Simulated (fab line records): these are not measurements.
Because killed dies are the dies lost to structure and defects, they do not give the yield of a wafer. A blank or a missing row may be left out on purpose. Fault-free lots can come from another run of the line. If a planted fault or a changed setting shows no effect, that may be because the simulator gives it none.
Which tool did it? ; flow nand harc ; 24 lots, 72 wafers sampled, at 4 steps of a route of 1302

WHAT THE GAUGES SHOWED, per wafer
NHARC_A_DECK1_JOINT_THK_MEAS_17: measures by ellipsometry. Usual: thk nm at 44.9 nm, with a standard deviation of 1.2.
lot;measured;on;thk nm (nm);flag
L074;day 12 13:52;film metro-01;43.8 45.8 47.0;
L076;day 13 07:23;film metro-01;45.4 44.8 44.7;
L075;day 13 07:23;film metro-02;46.7 46.7 46.3;
L077;day 13 21:44;film metro-01;43.9 46.0 43.4;
L078;day 14 01:43;film metro-01;44.3 47.2 44.1;
L079;day 14 01:43;film metro-02;44.3 44.9 43.6;
L080;day 14 22:11;film metro-01;45.4 43.4 45.0;
L081;day 15 22:30;film metro-02;43.4 46.2 43.8;
L082;day 15 14:56;film metro-01;43.5 44.3 45.0;
L083;day 15 22:35;film metro-01;44.9 45.9 46.0;
L084;day 16 17:00;film metro-01;43.8 44.3 45.4;
L085;day 17 07:33;film metro-01;44.3 43.6 42.3;
L086;day 17 20:37;film metro-02;45.0 44.6 47.1;
L087;day 17 20:37;film metro-01;45.5 47.0 44.9;
L089;day 18 12:22;film metro-02;45.9 45.1 45.4;
L088;day 18 12:32;film metro-02;43.8 46.8 45.3;
L090;day 19 00:14;film metro-02;44.3 43.4 45.1;
L092;day 19 13:32;film metro-01;44.2 43.8 44.6;
L091;day 19 13:32;film metro-02;45.3 46.5 46.4;
L093;day 20 04:40;film metro-01;46.0 44.2 46.6;
L094;day 20 16:55;film metro-02;46.4 42.7 45.6;
L095;day 21 08:15;film metro-01;44.1 44.4 45.7;
L096;day 22 00:08;film metro-02;43.6 47.2 45.5;
L097;day 22 09:31;film metro-02;45.5 44.2 42.8;

NHARC_A_ONON_D2_THK_MEAS_14: measures by ellipsometry. Usual: thk nm at 1001 nm, with a standard deviation of 12.
lot;measured;on;thk nm (nm);flag
L074;day 12 16:43;film metro-02;1023 1024 1022;
L076;day 13 10:16;film metro-02;978 977 978;
L075;day 13 10:15;film metro-01;1013 1013 1012;
L077;day 14 00:37;film metro-01;1019 1018 1018;
L078;day 14 04:36;film metro-01;999 999 1000;
L079;day 14 04:35;film metro-02;986 987 987;
L080;day 15 01:04;film metro-02;1003 1004 1002;
L081;day 16 01:22;film metro-02;1001 1001 1001;
L082;day 15 17:49;film metro-01;996 995 996;
L083;day 16 01:28;film metro-02;1006 1004 1006;
L084;day 16 19:55;film metro-01;985 985 985;
L085;day 17 10:26;film metro-02;1010 1010 1009;
L086;day 17 23:29;film metro-01;985 987 984;
L087;day 17 23:29;film metro-02;1022 1023 1022;
L089;day 18 15:16;film metro-02;991 994 992;
L088;day 18 15:25;film metro-01;993 994 994;
L090;day 19 03:07;film metro-01;998 997 996;
L092;day 19 16:24;film metro-01;996 997 996;
L091;day 19 16:26;film metro-02;995 996 997;
L093;day 20 07:34;film metro-02;989 991 990;
L094;day 20 19:49;film metro-01;1019 1021 1021;
L095;day 21 11:10;film metro-01;1005 1003 1006;
L096;day 22 03:00;film metro-02;1006 1007 1006;
L097;day 22 12:24;film metro-02;1008 1010 1010;

NHARC_A_CHANNEL_HOLE_D2_OVL_MEAS_11. Usual: overlay x nm 0.0 nm, standard deviation 1; overlay y nm 0.0 nm, standard deviation 0.6.
lot;measured;on;overlay x nm (nm);overlay y nm (nm);flag
L074;day 13 06:34;overlay-01;0.4 0.0 0.4;-0.2 0.1 -0.2;
L076;day 14 03:38;overlay-01;-0.1 0.2 0.6;-0.3 0.3 -0.3;
L075;day 14 04:12;overlay-02;1.0 0.1 0.9;0.2 1.0 0.1;
L077;day 14 16:14;overlay-01;2.0 1.2 1.0;-0.8 -0.9 -0.7;
L078;day 14 18:11;overlay-01;0.9 1.0 0.8;0.2 -0.2 -0.1;
L079;day 14 18:00;overlay-02;-0.2 -0.4 0.5;-0.3 0.1 -0.3;
L080;day 15 17:07;overlay-02;-0.8 -0.6 -0.8;-0.7 -0.3 -1.2;
L081;day 16 17:14;overlay-01;1.3 1.6 0.9;-1.4 -1.4 -1.4;
L082;day 16 08:24;overlay-01;-1.9 -2.3 -2.0;-0.1 -0.4 -0.8;
L083;day 16 18:09;overlay-01;1.0 0.5 1.0;0.5 0.4 -0.4;
L084;day 17 11:13;overlay-02;0.5 1.0 1.3;0.5 0.8 0.5;
L085;day 18 03:32;overlay-02;-0.8 -0.2 -0.5;0.6 0.0 0.5;
L086;day 18 15:30;overlay-01;0.9 0.3 0.6;-0.5 0.0 -0.7;
L087;day 18 14:43;overlay-01;-1.9 -1.1 -1.6;0.6 0.4 0.3;
L089;day 19 08:01;overlay-01;-0.2 -0.2 -0.1;-0.4 -0.2 -0.8;
L088;day 19 10:02;overlay-01;-0.6 -0.9 -0.7;0.7 0.9 1.3;
L090;day 19 16:46;overlay-01;1.7 1.9 1.5;0.4 0.4 0.4;
L092;day 20 08:28;overlay-01;0.0 -0.1 -0.3;0.0 0.4 0.2;
L091;day 20 09:00;overlay-02;-1.0 -0.9 -1.5;0.4 0.2 -0.3;
L093;day 20 20:29;overlay-01;-1.4 -1.1 -1.6;0.7 0.3 -0.3;
L094;day 21 10:20;overlay-01;-1.1 -0.9 -0.2;0.2 -0.1 0.4;
L095;day 22 07:50;overlay-02;-0.9 -0.7 -1.4;0.3 0.8 0.1;
L096;day 22 16:22;overlay-01;0.8 0.8 0.7;-0.6 -0.9 -0.1;
L097;day 23 04:07;overlay-02;0.1 0.1 -0.1;0.1 0.1 0.7;

TOOL THAT RAN EACH LOT (tool first, then ch and the chambers of the sampled wafers, then the start)
lot;NHARC_A_CHANNEL_FILL_D1_ALD_25
L074;ald hk-01 ch 0,3, day 10 14:28
L076;ald hk-01 ch 0,3, day 11 10:34
L075;ald hk-02 ch 1,3, day 11 10:34
L077;ald hk-02 ch 0,1,3, day 11 17:02
L078;ald hk-01 ch 0,3, day 12 02:02
L079;ald hk-01 ch 0,1,3, day 12 05:08
L080;ald hk-02 ch 1,2,3, day 12 20:02
L081;ald hk-03 ch 1,2,3, day 13 19:58
L082;ald hk-02 ch 0,1,3, day 13 19:58
L083;ald hk-02 ch 1,2, day 13 22:26
L084;ald hk-03 ch 0,1,3, day 14 20:11
L085;ald hk-03 ch 0,1,2, day 15 09:58
L086;ald hk-01 ch 0,3, day 15 21:05
L087;ald hk-03 ch 1,2,3, day 15 23:00
L089;ald hk-01 ch 0,1,3, day 16 08:04
L088;ald hk-02 ch 0,1,2, day 16 09:19
L090;ald hk-03 ch 0,1,2, day 17 06:20
L092;ald hk-02 ch 1,2,3, day 17 14:40
L091;ald hk-01 ch 1,2, day 17 15:16
L093;ald hk-01 ch 0,1,3, day 18 03:17
L094;ald hk-01 ch 1,2,3, day 18 18:38
L095;ald hk-03 ch 0,2,3, day 19 07:38
L096;ald hk-01 ch 1,2, day 19 20:26
L097;ald hk-01 ch 2,3, day 20 03:29
- NHARC_A_CHANNEL_FILL_D1_ALD_25: deposits SiOx, target thk 60 nm, pulse time 10 s, ald cycles 600.

WHAT THE TOOLS THEMSELVES READ (means of the sampled wafers that have a number; where no wafer has one, the mark that the record gives instead)
NHARC_A_CHANNEL_FILL_D1_ALD_25. Usual: heater power w 484 W, standard deviation 43; precursor pulse height rel 0.998, standard deviation 0.02.
lot;tool;heater power w (W);precursor pulse height rel;flag
L074;ald hk-01;490;0.998;
L076;ald hk-01;485;0.998;
L075;ald hk-02;484;0.987;
L077;ald hk-02;504;0.993;
L078;ald hk-01;486;0.990;
L079;ald hk-01;497;0.993;
L080;ald hk-02;452;1.021;
L081;ald hk-03;449;0.989;
L082;ald hk-02;500;1.016;
L083;ald hk-02;429;0.988;
L084;ald hk-03;458;1.017;
L085;ald hk-03;486;1.008;
L086;ald hk-01;515;0.998;
L087;ald hk-03;456;1.012;
L089;ald hk-01;504;0.989;
L088;ald hk-02;463;0.981;
L090;ald hk-03;488;1.003;
L092;ald hk-02;446;0.998;
L091;ald hk-01;511;0.984;
L093;ald hk-01;509;0.987;
L094;ald hk-01;529;1.002;
L095;ald hk-03;473;1.010;
L096;ald hk-01;499;0.994;
L097;ald hk-01;516;1.002;

THE ANSWER, worked out from the rows above alone
Rule: take the mean of a lot's wafers that have a number; if it is more than 3 standard deviations from the usual mean, the lot is off. A lot without any number at a reading at which 4 lots or more have one is off too. The other lots that the step has rows for count as sound. First the gauges in route order, then the tools' own readings, where a lot's mean is used as printed above. The first step at which some lot is off is used, and at that step the reading that is off furthest; a lot without a number counts as furthest.
No lot is off at any reading shown: from this, nothing can be told.

WHAT HAD BEEN PUT IN BY THE SIMULATOR
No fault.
